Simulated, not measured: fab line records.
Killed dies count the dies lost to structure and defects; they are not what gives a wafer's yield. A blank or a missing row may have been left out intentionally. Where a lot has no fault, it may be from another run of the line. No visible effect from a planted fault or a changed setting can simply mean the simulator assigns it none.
fab line records	flow nand-harc
[record] lots = 13	wafers = 39	last-day = 34
route steps=1302 shown THIN_TSV@1267 END@1302
lots with no fault: from the same line, run without faults
start-h: the number of hours between the record's first day and the start of the first shown wafer of the lot	wait-h: hours elapsed since this lot's preceding step	" same as the row above	L1.1+2: a single row standing in for several wafers	- either no value or no given start	* or withheld: withheld	< > ~ a bound
route shown NAME@n: a module of which the file shows steps, and the number in the route of the first	usual: average and standard deviation across the fault-free wafers	same: alike in all rows	chamber/n: place in a boat	sites: the reading at each site	_std_site: how widely they spread, as a standard deviation	_edge_site: outer sites' mean less inner sites'	radius-mm: how far each site lies from the wafer's centre	mask NAME#n: copy n	behind: the most recent tool/chamber to have shaped the wafer	hold: why the lot was held/for how many hours/how that ended	device: the n, p or np transistor that did not switch	end of line: the same wafers' tests at the end of the route	a step with no rows: only its recipe	killed: not the wafer's yield, but the dies lost to structure and defects at the first sort	map: the dies of a wafer, with x for killed, . for not killed, _ for no die there
set.NAME: the setting that was run; set.NAME@STEP: the one run at that earlier step	model.NAME: the simulator's own value behind a step, which no gauge read
steps of the route over a sample of lots; a table a step, a row a wafer
services: when a tool's chamber went out of use (start-h, in hours from the record's first day, below 0 if earlier), for how many hours, and the reason
[[steps]]
[step NHARC_THIN_TSV_DEP_47]
[recipe] target-thk-a = 2000	temp-c = withheld	pressure-torr = 6.5	rf-w = 900	teos-flow-sccm = 161.4	flow-sccm = 2650	target-thk-nm = 200	gas = O2	material = SiO2
[usual] mfc-precursor-sccm = 161.4/0.52	showerhead-vpp-V = 1810/83	throttle-valve-pct = 15.7/0.49
lot.wafer	tool	chamber	start-h	wait-h	mfc-precursor-sccm	showerhead-vpp-V	throttle-valve-pct
L364.2	pecvd-04	1	559.39	-	161.4	1699	15.9
L364.1	"	2	"	"	162.3	1923	15.5
L364.5	"	2	"	"	161.8	1919	15.6
L363.1	pecvd-01	0	564.34	-	161.1	1734	16.3
L363.3	"	0	"	"	161.0	1701	16.1
L363.6	"	2	"	"	161.9	1837	16.0
L365.1	pecvd-01	2	566.81	-	162.5	1812	15.7
L365.3	"	2	"	"	161.6	1796	16.0
L365.5	"	0	"	"	161.0	1721	16.1
L368.3	pecvd-03	1	603.87	-	161.3	1888	16.2
L368.6	"	2	"	"	160.7	1850	15.3
L368.5	"	0	"	"	161.4	1776	15.7
L375.3	pecvd-01	2	672.08	-	160.7	1837	15.9
L375.5	"	1	"	"	161.4	1842	15.7
L375.6	"	0	"	"	160.3	1696	16.3
L379.3	pecvd-04	0	697.27	-	161.4	1907	14.6
L379.5	"	1	"	"	161.6	1668	15.9
L379.6	"	2	"	"	162.2	1951	15.7
L378.2	pecvd-03	2	717.78	-	162.2	1837	15.2
L378.4	"	1	"	"	160.6	1886	16.4
L378.5	"	2	"	"	161.6	1851	15.6
L381.3	pecvd-04	1	718.97	-	161.6	1666	15.6
L381.1	"	2	"	"	160.8	1890	15.7
L381.4	"	1	"	"	161.6	1707	15.5
L380.2	pecvd-01	0	730.09	-	161.7	1688	16.1
L380.1	"	2	"	"	161.1	1807	15.5
L380.5	"	2	"	"	161.4	1842	15.7
L383.2	pecvd-01	2	740.44	-	160.9	1835	15.6
L383.3	"	1	"	"	160.6	1824	15.9
L383.4	"	1	"	"	161.0	1809	15.8
L384.2	pecvd-04	0	765.55	-	162.0	1929	14.7
L384.1	"	1	"	"	161.4	1656	15.7
L384.5	"	0	"	"	162.1	1923	14.8
L385.1	pecvd-04	0	783.45	-	161.1	1896	14.6
L385.6	"	2	"	"	162.1	1910	15.6
L385.4	"	0	"	"	161.4	1964	14.7
L386.3	pecvd-01	1	802.75	-	161.3	1865	16.4
L386.1	"	0	"	"	161.2	1699	16.1
L386.5	"	1	"	"	161.2	1805	16.1
[step NHARC_THIN_TSV_PVD_51]
[recipe] target-thk-a = 1000	chamber-pressure-pa = 5	material = Cu
[usual] chamber-pressure-pa = 5.000/0.011	throttle-valve-pct = 30.2/0.87
lot.wafer	tool	chamber	start-h	wait-h	chamber-pressure-pa	throttle-valve-pct
L364.1	pvd-sputter-02	-	560.55	-	4.992	30.3
L364.2	"	-	"	"	5.009	30.5
L364.5	"	-	"	"	5.006	30.3
L363.3	pvd-sputter-03	-	565.70	-	5.005	30.0
L363.1	"	-	"	"	4.993	31.4
L363.6	"	-	"	"	5.008	29.3
L365.1	pvd-sputter-02	-	568.10	-	5.010	30.6
L365.3	"	-	"	"	4.994	30.3
L365.5	"	-	"	"	5.008	30.5
L368.3	pvd-sputter-01	-	605.02	-	4.976	30.6
L368.6	"	-	"	"	4.989	31.6
L368.5	"	-	"	"	5.003	30.8
L375.3	pvd-sputter-01	-	673.29	-	5.000	31.5
L375.6	"	-	"	"	5.004	30.8
L375.5	"	-	"	"	4.996	30.1
L379.3	pvd-sputter-02	-	698.57	-	5.005	28.5
L379.6	"	-	"	"	5.008	29.8
L379.5	"	-	"	"	5.001	30.3
L378.4	pvd-sputter-03	-	718.94	-	5.015	29.8
L378.2	"	-	"	"	4.976	29.7
L378.5	"	-	"	"	5.010	29.4
L381.3	pvd-sputter-02	-	720.18	-	4.998	28.6
L381.1	"	-	"	"	5.000	30.4
L381.4	"	-	"	"	4.996	30.5
L380.1	pvd-sputter-02	-	731.34	-	4.983	29.6
L380.2	"	-	"	"	4.999	30.5
L380.5	"	-	"	"	5.013	30.6
L383.3	pvd-sputter-03	-	741.72	-	5.005	29.7
L383.2	"	-	"	"	5.021	29.8
L383.4	"	-	"	"	5.006	31.4
L384.1	pvd-sputter-03	-	766.76	-	5.014	29.5
L384.2	"	-	"	"	5.020	31.4
L384.5	"	-	"	"	5.012	29.7
L385.4	pvd-sputter-03	-	784.56	-	4.995	29.3
L385.1	"	-	"	"	5.001	29.5
L385.6	"	-	"	"	4.999	29.6
L386.3	pvd-sputter-02	-	803.95	-	5.005	30.4
L386.1	"	-	"	"	4.994	28.5
L386.5	"	-	"	"	5.007	30.6
[step NHARC_THIN_TSV_CD_MEAS_37]
[usual] cd-nm = 4999/3.2
lot.wafer	tool	chamber	start-h	wait-h	cd-nm
L364.1	cd-sem-01	-	564.75	-	4998
L364.2	"	-	"	"	5003
L364.5	"	-	"	"	5001
L363.1	cd-sem-02	-	570.08	-	4995
L363.3	"	-	"	"	5007
L363.6	"	-	"	"	4998
L365.1	cd-sem-01	-	572.43	-	4998
L365.3	"	-	"	"	5005
L365.5	"	-	"	"	4998
L368.3	cd-sem-02	-	609.15	-	4995
L368.5	"	-	"	"	4993
L368.6	"	-	"	"	5000
L375.3	cd-sem-03	-	677.41	-	4994
L375.5	"	-	"	"	4999
L375.6	"	-	"	"	4998
L379.3	cd-sem-02	-	702.88	-	5002
L379.5	"	-	"	"	4999
L379.6	"	-	"	"	5006
L378.2	cd-sem-01	-	723.27	-	5000
L378.4	"	-	"	"	5007
L378.5	"	-	"	"	4998
L381.1	cd-sem-02	-	724.49	-	4999
L381.3	"	-	"	"	4999
L381.4	"	-	"	"	4998
L380.1	cd-sem-03	-	735.64	-	4997
L380.2	"	-	"	"	5000
L380.5	"	-	"	"	4999
L383.2	cd-sem-02	-	746.05	-	4999
L383.3	"	-	"	"	4992
L383.4	"	-	"	"	4997
L384.1	cd-sem-02	-	771.10	-	5004
L384.2	"	-	"	"	4999
L384.5	"	-	"	"	5000
L385.1	cd-sem-01	-	788.87	-	4993
L385.4	"	-	"	"	4998
L385.6	"	-	"	"	5000
L386.1	cd-sem-02	-	808.10	-	4999
L386.3	"	-	"	"	4997
L386.5	"	-	"	"	4999
[step NHARC_END_SORT_01]
[recipe] temp-c = 25
[usual] defect-limited-yield = 91.0/2.5	killed-at-array = 56/17	killed-at-other = 0.9/1.2	killed-at-periphery = 3.9/2.5	killed-dies = 61/17	killed-open = 3.2/1.8	killed-short = 2.7/1.7
[same] gross-dies = 677
lot.wafer	tool	chamber	start-h	wait-h	defect-limited-yield[%]	killed-at-array	killed-at-other	killed-at-periphery	killed-dies	killed-open	killed-short
L364.1	prober-01	0	572.51	2.5	95.6	28	2	0	30	3	1
L364.2	prober-01	0	573.30	2.8	92.5	46	2	3	51	4	3
L364.5	prober-01	0	575.69	3.7	94.5	35	0	2	37	1	2
L365.1	prober-02	0	577.79	2.5	92.5	50	0	1	51	4	2
L365.3	prober-02	0	579.39	3.1	92.3	49	0	3	52	4	2
L365.5	prober-02	0	580.99	3.7	93.4	43	0	2	45	2	2
L363.1	prober-02	0	585.60	2.5	90.1	60	2	5	67	3	7
L363.3	prober-02	0	587.21	3.1	90.0	66	1	1	68	2	0
L363.6	prober-02	0	589.63	4.0	89.5	64	3	4	71	2	3
L368.3	prober-01	0	618.38	3.1	93.6	41	0	2	43	3	2
L368.5	prober-01	0	619.97	3.7	92.3	50	0	2	52	1	4
L368.6	prober-01	0	620.77	4.0	95.0	30	2	2	34	1	1
L375.3	prober-02	0	686.71	3.1	86.0	48	45	2	95	0	1
L375.5	prober-02	0	688.30	3.7	90.4	59	0	6	65	3	1
L375.6	prober-02	0	689.10	4.0	90.0	60	1	7	68	7	0
L379.3	prober-01	0	712.21	3.1	95.7	24	0	5	29	3	2
L379.5	prober-01	0	713.78	3.6	95.1	29	0	4	33	3	3
L379.6	prober-01	0	714.56	3.9	93.2	40	0	6	46	4	3
L381.1	prober-02	0	731.40	2.5	89.7	62	1	7	70	4	1
L381.3	prober-02	0	733.00	3.1	86.9	81	1	7	89	2	0
L381.4	prober-02	0	733.80	3.4	88.0	75	2	4	81	2	7
L378.2	prober-01	0	732.19	2.8	89.2	68	1	4	73	3	4
L378.4	prober-01	0	733.78	3.4	88.2	74	3	3	80	2	3
L378.5	prober-01	0	734.57	3.7	88.3	69	3	7	79	5	3
L380.1	prober-02	0	743.37	2.5	92.5	51	0	0	51	4	1
L380.2	prober-02	0	744.17	2.8	92.5	44	0	7	51	3	3
L380.5	prober-02	0	746.56	3.7	91.7	53	0	3	56	4	3
L383.2	prober-01	0	760.74	2.8	91.6	52	1	4	57	1	0
L383.3	prober-01	0	761.54	3.1	92.2	41	1	11	53	4	2
L383.4	prober-01	0	762.35	3.4	90.8	57	0	5	62	2	1
L384.1	prober-01	0	778.71	2.5	95.9	22	2	4	28	0	2
L384.2	prober-01	0	779.52	2.8	94.8	25	5	5	35	4	1
L384.5	prober-01	0	781.93	3.7	96.2	23	0	3	26	4	2
L385.1	prober-02	0	800.26	2.5	88.5	71	0	7	78	6	4
L385.4	prober-02	0	802.66	3.4	87.9	77	0	5	82	4	4
L385.6	prober-02	0	804.26	4.0	93.4	39	0	6	45	3	4
L386.1	prober-01	0	817.12	2.5	92.8	43	0	6	49	0	3
L386.3	prober-01	0	818.72	3.1	87.3	80	1	5	86	2	6
L386.5	prober-01	0	820.33	3.7	93.5	38	1	5	44	4	1
// killed by level:class
L364.1 A_SLIT:chamber-film-flake=11 A_CHANNEL_HOLE_D2:chamber-film-flake=5 A_STAIRCASE:chamber-film-flake=3 A_CONTACT:chamber-film-flake=2 THIN_TSV:chamber-film-flake=2 A_CHANNEL_FILL_D1:geometric-particle:open=1 A_DECK1_JOINT:geometric-particle:short=1 A_WL_FILL:geometric-particle:open=1
L364.2 A_SLIT:chamber-film-flake=24 A_CHANNEL_HOLE_D2:chamber-film-flake=8 A_CHANNEL_FILL_D1:chamber-film-flake=2 A_STAIRCASE:chamber-film-flake=2 A_M1:chamber-film-flake=2 THIN_TSV:chamber-film-flake=2 P_M1:geometric-particle:open=1 A_DECK1_JOINT:geometric-particle:short=1
L364.5 A_SLIT:chamber-film-flake=21 A_CHANNEL_HOLE_D2:chamber-film-flake=5 A_STAIRCASE:chamber-film-flake=4 A_ONON_D2:geometric-particle:short=2 P_BONDPAD:chamber-film-flake=2 A_CHANNEL_FILL_D2:geometric-particle:open=1 A_CHANNEL_HOLE_D1:chamber-film-flake=1 A_CONTACT:chamber-film-flake=1
L365.1 A_CHANNEL_HOLE_D2:chamber-film-flake=37 A_STAIRCASE:chamber-film-flake=3 A_M0:geometric-particle:open=2 A_CONTACT:chamber-film-flake=2 P_M0:geometric-particle:short=1 A_DECK1_JOINT:geometric-particle:open=1 A_WL_FILL:geometric-particle:short=1 A_CONTACT:geometric-particle:open=1
L365.3 A_CHANNEL_HOLE_D2:chamber-film-flake=31 A_CHANNEL_FILL_D2:chamber-film-flake=4 A_CHANNEL_HOLE_D1:chamber-film-flake=3 A_STAIRCASE:chamber-film-flake=2 A_CONTACT:chamber-film-flake=2 P_M1:geometric-particle:open=1 A_ONON_D1:geometric-particle:open=1 A_CHANNEL_HOLE_D2:geometric-particle:short=1
L365.5 A_CHANNEL_HOLE_D2:chamber-film-flake=33 A_CHANNEL_HOLE_D1:chamber-film-flake=3 A_STAIRCASE:chamber-film-flake=2 P_STI:geometric-particle:short=1 P_M2:geometric-particle:short=1 A_ONON_D1:geometric-particle:open=1 A_CHANNEL_FILL_D2:geometric-particle:open=1 A_CHANNEL_FILL_D2:chamber-film-flake=1
L363.1 A_CHANNEL_HOLE_D1:chamber-film-flake=30 A_SLIT:chamber-film-flake=7 A_CONTACT:chamber-film-flake=5 A_STAIRCASE:chamber-film-flake=4 A_WL_FILL:geometric-particle:short=2 P_ZERO_WELL:chamber-film-flake=2 P_CONTACT:chamber-film-flake=2 A_CHANNEL_HOLE_D2:chamber-film-flake=2
L363.3 A_CHANNEL_HOLE_D1:chamber-film-flake=30 A_SLIT:chamber-film-flake=22 A_CHANNEL_HOLE_D2:chamber-film-flake=8 A_STAIRCASE:chamber-film-flake=3 P_GATE:geometric-particle:open=1 A_CONTACT:geometric-particle:open=1 A_CHANNEL_FILL_D2:chamber-film-flake=1 A_BLC:chamber-film-flake=1
L363.6 A_CHANNEL_HOLE_D1:chamber-film-flake=33 A_SLIT:chamber-film-flake=12 A_CHANNEL_HOLE_D2:chamber-film-flake=8 P_ZERO_WELL:chamber-film-flake=3 THIN_TSV:chamber-film-flake=3 A_STAIRCASE:chamber-film-flake=3 A_DECK1_JOINT:geometric-particle:short=2 A_CHANNEL_FILL_D1:chamber-film-flake=2
L368.3 A_SLIT:chamber-film-flake=24 A_CHANNEL_HOLE_D2:chamber-film-flake=5 A_STAIRCASE:chamber-film-flake=2 A_WL_FILL:chamber-film-flake=2 A_ONON_D1:geometric-particle:open=1 A_CHANNEL_FILL_D1:geometric-particle:short=1 A_WL_FILL:geometric-particle:open=1 A_WL_FILL:geometric-particle:short=1
L368.5 A_SLIT:chamber-film-flake=24 A_CHANNEL_HOLE_D2:chamber-film-flake=14 A_STAIRCASE:chamber-film-flake=5 A_CONTACT:geometric-particle:short=2 P_CONTACT:geometric-particle:short=1 A_ONON_D2:geometric-particle:open=1 A_WL_FILL:geometric-particle:short=1 P_GATE:chamber-film-flake=1
L368.6 A_SLIT:chamber-film-flake=11 A_STAIRCASE:chamber-film-flake=8 A_CHANNEL_HOLE_D2:chamber-film-flake=5 P_ZERO_WELL:chamber-film-flake=2 A_M0:chamber-film-flake=2 THIN_TSV:chamber-film-flake=2 A_SGD_CUT:geometric-particle:open=1 A_WL_FILL:geometric-particle:short=1
L375.3 THIN_TSV:unspecified=45 A_CHANNEL_HOLE_D1:chamber-film-flake=27 A_SGD_CUT:chamber-film-flake=8 A_SLIT:chamber-film-flake=7 A_CONTACT:chamber-film-flake=3 A_ONON_D2:geometric-particle:short=1 P_STI:chamber-film-flake=1 P_GATE:chamber-film-flake=1
L375.5 A_CHANNEL_HOLE_D1:chamber-film-flake=34 A_SLIT:chamber-film-flake=8 A_SGD_CUT:chamber-film-flake=6 A_CONTACT:chamber-film-flake=5 P_GATE:chamber-film-flake=4 A_M1:geometric-particle:open=2 P_M0:geometric-particle:open=1 A_DECK1_JOINT:geometric-particle:short=1
L375.6 A_CHANNEL_HOLE_D1:chamber-film-flake=33 A_SGD_CUT:chamber-film-flake=6 A_SLIT:chamber-film-flake=6 A_ZERO_WELL:chamber-film-flake=3 A_CHANNEL_FILL_D1:chamber-film-flake=3 A_CONTACT:chamber-film-flake=3 A_CHANNEL_HOLE_D2:geometric-particle:open=2 P_STI:chamber-film-flake=2
L379.3 A_CONTACT:chamber-film-flake=6 A_CHANNEL_HOLE_D1:chamber-film-flake=5 A_SLIT:chamber-film-flake=5 P_STI:chamber-film-flake=4 A_CHANNEL_FILL_D1:geometric-particle:open=1 A_DECK1_JOINT:geometric-particle:short=1 A_DECK1_JOINT:geometric-particle:open=1 A_CHANNEL_HOLE_D2:geometric-particle:short=1
L379.5 A_CHANNEL_HOLE_D1:chamber-film-flake=11 A_WL_FILL:chamber-film-flake=4 P_STI:chamber-film-flake=3 A_STAIRCASE:chamber-film-flake=3 A_SLIT:chamber-film-flake=3 A_CONTACT:chamber-film-flake=3 A_M1:geometric-particle:open=2 P_CONTACT:geometric-particle:open=1
L379.6 A_CHANNEL_HOLE_D1:chamber-film-flake=12 A_CONTACT:chamber-film-flake=8 A_SLIT:chamber-film-flake=6 P_STI:chamber-film-flake=5 A_M1:geometric-particle:open=2 A_ZERO_WELL:chamber-film-flake=2 A_WL_FILL:chamber-film-flake=2 P_M0:geometric-particle:short=1
L381.1 A_CHANNEL_HOLE_D1:chamber-film-flake=30 A_SLIT:chamber-film-flake=18 P_BONDPAD:chamber-film-flake=4 A_STAIRCASE:chamber-film-flake=3 A_CONTACT:chamber-film-flake=3 P_GATE:geometric-particle:open=1 A_DECK1_JOINT:geometric-particle:short=1 A_WL_FILL:geometric-particle:open=1
L378.2 A_CHANNEL_HOLE_D1:chamber-film-flake=30 A_CHANNEL_HOLE_D2:chamber-film-flake=21 A_CONTACT:chamber-film-flake=3 A_M0:geometric-particle:open=2 P_CONTACT:chamber-film-flake=2 A_ZERO_WELL:chamber-film-flake=2 A_CHANNEL_FILL_D1:chamber-film-flake=2 A_SLIT:chamber-film-flake=2
L381.3 A_CHANNEL_HOLE_D1:chamber-film-flake=37 A_SLIT:chamber-film-flake=36 A_WL_FILL:chamber-film-flake=4 P_ZERO_WELL:chamber-film-flake=3 P_BONDPAD:chamber-film-flake=3 A_CONTACT:chamber-film-flake=2 P_GATE:geometric-particle:open=1 A_CHANNEL_FILL_D1:geometric-particle:open=1
L378.4 A_CHANNEL_HOLE_D1:chamber-film-flake=31 A_CHANNEL_HOLE_D2:chamber-film-flake=23 A_SLIT:chamber-film-flake=5 A_CONTACT:chamber-film-flake=5 A_STAIRCASE:chamber-film-flake=3 THIN_TSV:chamber-film-flake=3 P_CONTACT:chamber-film-flake=2 A_ZERO_WELL:chamber-film-flake=2
L381.4 A_CHANNEL_HOLE_D1:chamber-film-flake=41 A_SLIT:chamber-film-flake=21 A_CONTACT:chamber-film-flake=3 A_ZERO_WELL:chamber-film-flake=2 P_M0:geometric-particle:open=1 P_BONDPAD:geometric-particle:short=1 A_ONON_D1:geometric-particle:short=1 A_ONON_D2:geometric-particle:short=1
L378.5 A_CHANNEL_HOLE_D1:chamber-film-flake=31 A_CHANNEL_HOLE_D2:chamber-film-flake=22 P_CONTACT:chamber-film-flake=4 A_SLIT:chamber-film-flake=3 A_WL_FILL:chamber-film-flake=3 A_ZERO_WELL:chamber-film-flake=2 A_CONTACT:chamber-film-flake=2 THIN_TSV:chamber-film-flake=2
L380.1 A_CHANNEL_HOLE_D1:chamber-film-flake=39 A_CONTACT:geometric-particle:open=2 A_STAIRCASE:chamber-film-flake=2 A_SLIT:chamber-film-flake=2 A_CONTACT:chamber-film-flake=2 A_ONON_D1:geometric-particle:open=1 A_CHANNEL_HOLE_D1:geometric-particle:open=1 A_CHANNEL_FILL_D2:geometric-particle:short=1
L380.2 A_CHANNEL_HOLE_D1:chamber-film-flake=25 A_CONTACT:chamber-film-flake=10 P_BONDPAD:chamber-film-flake=3 P_GATE:chamber-film-flake=2 A_SLIT:chamber-film-flake=2 P_GATE:geometric-particle:open=1 P_GATE:geometric-particle:short=1 A_ONON_D1:geometric-particle:short=1
L380.5 A_CHANNEL_HOLE_D1:chamber-film-flake=28 A_CONTACT:chamber-film-flake=10 A_CHANNEL_FILL_D1:chamber-film-flake=3 A_WL_FILL:geometric-particle:short=2 P_BONDPAD:chamber-film-flake=2 A_ZERO_WELL:chamber-film-flake=2 A_SLIT:chamber-film-flake=2 P_M0:geometric-particle:open=1
L383.2 A_SLIT:chamber-film-flake=26 A_CHANNEL_HOLE_D1:chamber-film-flake=11 A_CHANNEL_HOLE_D2:chamber-film-flake=5 A_CONTACT:chamber-film-flake=4 A_STAIRCASE:chamber-film-flake=3 P_ZERO_WELL:chamber-film-flake=2 A_CHANNEL_FILL_D2:chamber-film-flake=2 A_WL_FILL:geometric-particle:open=1
L383.3 A_SLIT:chamber-film-flake=16 A_CONTACT:chamber-film-flake=7 A_CHANNEL_HOLE_D1:chamber-film-flake=6 P_CONTACT:chamber-film-flake=4 P_M2:chamber-film-flake=4 A_CHANNEL_HOLE_D2:chamber-film-flake=4 P_ZERO_WELL:chamber-film-flake=2 A_ONON_D1:geometric-particle:short=1
L383.4 A_SLIT:chamber-film-flake=32 A_CHANNEL_HOLE_D1:chamber-film-flake=10 P_M2:chamber-film-flake=5 A_CONTACT:chamber-film-flake=4 A_CHANNEL_FILL_D1:chamber-film-flake=2 A_CHANNEL_HOLE_D2:chamber-film-flake=2 A_WL_FILL:chamber-film-flake=2 A_ONON_D2:geometric-particle:open=1
L384.1 A_STAIRCASE:chamber-film-flake=6 A_SLIT:chamber-film-flake=6 P_ZERO_WELL:chamber-film-flake=3 A_CONTACT:chamber-film-flake=3 A_CHANNEL_HOLE_D1:chamber-film-flake=2 THIN_TSV:chamber-film-flake=2 A_ONON_D2:geometric-particle:short=1 A_WL_FILL:geometric-particle:short=1
L384.2 A_SLIT:chamber-film-flake=7 A_CONTACT:chamber-film-flake=5 THIN_TSV:chamber-film-flake=5 A_STAIRCASE:chamber-film-flake=4 P_ZERO_WELL:chamber-film-flake=3 P_GATE:chamber-film-flake=2 A_CHANNEL_HOLE_D1:chamber-film-flake=2 A_BLC:chamber-film-flake=2
L384.5 A_CONTACT:chamber-film-flake=5 A_STAIRCASE:chamber-film-flake=5 A_SLIT:chamber-film-flake=4 A_WL_FILL:geometric-particle:open=2 P_ZERO_WELL:chamber-film-flake=2 A_ONON_D1:geometric-particle:short=1 A_CHANNEL_FILL_D1:geometric-particle:open=1 A_CHANNEL_HOLE_D2:geometric-particle:open=1
L385.1 A_SLIT:chamber-film-flake=27 A_CHANNEL_HOLE_D2:chamber-film-flake=19 A_CHANNEL_HOLE_D1:chamber-film-flake=8 P_ZERO_WELL:chamber-film-flake=4 A_CONTACT:chamber-film-flake=4 P_CONTACT:geometric-particle:open=2 A_STAIRCASE:chamber-film-flake=2 A_WL_FILL:chamber-film-flake=2
L385.4 A_SLIT:chamber-film-flake=31 A_CHANNEL_HOLE_D2:chamber-film-flake=16 A_CHANNEL_HOLE_D1:chamber-film-flake=10 A_STAIRCASE:chamber-film-flake=5 A_CONTACT:chamber-film-flake=3 P_ZERO_WELL:chamber-film-flake=2 P_GATE:chamber-film-flake=2 P_CONTACT:geometric-particle:open=1
L385.6 A_CHANNEL_HOLE_D2:chamber-film-flake=10 A_SLIT:chamber-film-flake=9 P_ZERO_WELL:chamber-film-flake=3 A_CHANNEL_HOLE_D1:chamber-film-flake=3 A_STAIRCASE:chamber-film-flake=3 A_M0:chamber-film-flake=3 A_WL_FILL:geometric-particle:short=2 A_CONTACT:chamber-film-flake=2
L386.1 A_CHANNEL_HOLE_D2:chamber-film-flake=12 A_SLIT:chamber-film-flake=11 A_CONTACT:chamber-film-flake=7 P_ZERO_WELL:chamber-film-flake=3 A_WL_FILL:chamber-film-flake=3 A_BLC:chamber-film-flake=3 P_CONTACT:chamber-film-flake=2 A_CHANNEL_FILL_D1:geometric-particle:short=1
L386.3 A_CHANNEL_HOLE_D2:chamber-film-flake=34 A_SLIT:chamber-film-flake=16 A_CONTACT:chamber-film-flake=7 A_BLC:chamber-film-flake=6 A_DECK1_JOINT:chamber-film-flake=4 A_STAIRCASE:chamber-film-flake=3 P_CONTACT:chamber-film-flake=2 A_CHANNEL_HOLE_D1:chamber-film-flake=2
L386.5 A_SLIT:chamber-film-flake=11 A_CHANNEL_HOLE_D2:chamber-film-flake=9 A_CONTACT:chamber-film-flake=5 A_BLC:chamber-film-flake=5 P_ZERO_WELL:chamber-film-flake=2 P_CONTACT:chamber-film-flake=2 A_STAIRCASE:chamber-film-flake=2 A_DECK1_JOINT:geometric-particle:open=1
[[services]]
tool	chamber	start-h	hours	kind
pecvd-04	1	544.18	4.7	repair
pecvd-03	-	547.00	13.0	pm
pecvd-01	1	564.12	6.0	repair
pvd-sputter-01	-	565.69	4.7	repair
pvd-sputter-01	-	582.17	10.0	pm
pecvd-03	2	597.74	4.7	repair
pecvd-04	-	631.56	13.0	pm
pecvd-04	0	631.56	13.0	vent-cycle
pvd-sputter-02	-	638.00	10.0	pm
pecvd-01	-	673.27	13.0	pm
pecvd-01	0	673.27	13.0	vent-cycle
pecvd-01	1	673.27	13.0	vent-cycle
pecvd-01	2	673.27	13.0	vent-cycle
pecvd-04	-	678.00	1.0	repair
pecvd-01	0	686.27	-	clean
pecvd-01	1	686.27	-	clean
pecvd-01	2	686.27	-	clean
pvd-sputter-03	-	704.00	10.0	pm
pecvd-03	-	728.44	13.0	pm
pecvd-03	0	745.69	7.7	repair
pvd-sputter-01	-	760.17	10.0	pm
pecvd-04	-	777.77	0.6	repair
pvd-sputter-02	-	780.06	3.6	repair
pvd-sputter-01	-	781.69	1.0	repair
[[key]]
[first-sign] step = NHARC_END_SORT_01	reading = killed-at-other	direction = up	sigmas = 35	usual = 0.9	struck = 45
[more-kills-born-at] NHARC_THIN_TSV_PVD_51@pvd-sputter-01 = 45
met-at NHARC_THIN_TSV_PVD_51
struck-lots L375
struck-wafers L375.3
not-acting-at NHARC_THIN_TSV_DEP_47,NHARC_THIN_TSV_CD_MEAS_37
onset-between 605.02 673.29
[fault] kind = chamber-particle-source	tool = pvd-sputter-01	chamber = -	onset-h = 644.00	steps = NHARC_THIN_TSV_PVD_51	rate-per-visit-cm2 = 1.3144	end-h = 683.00	scope = struck-wafers-only
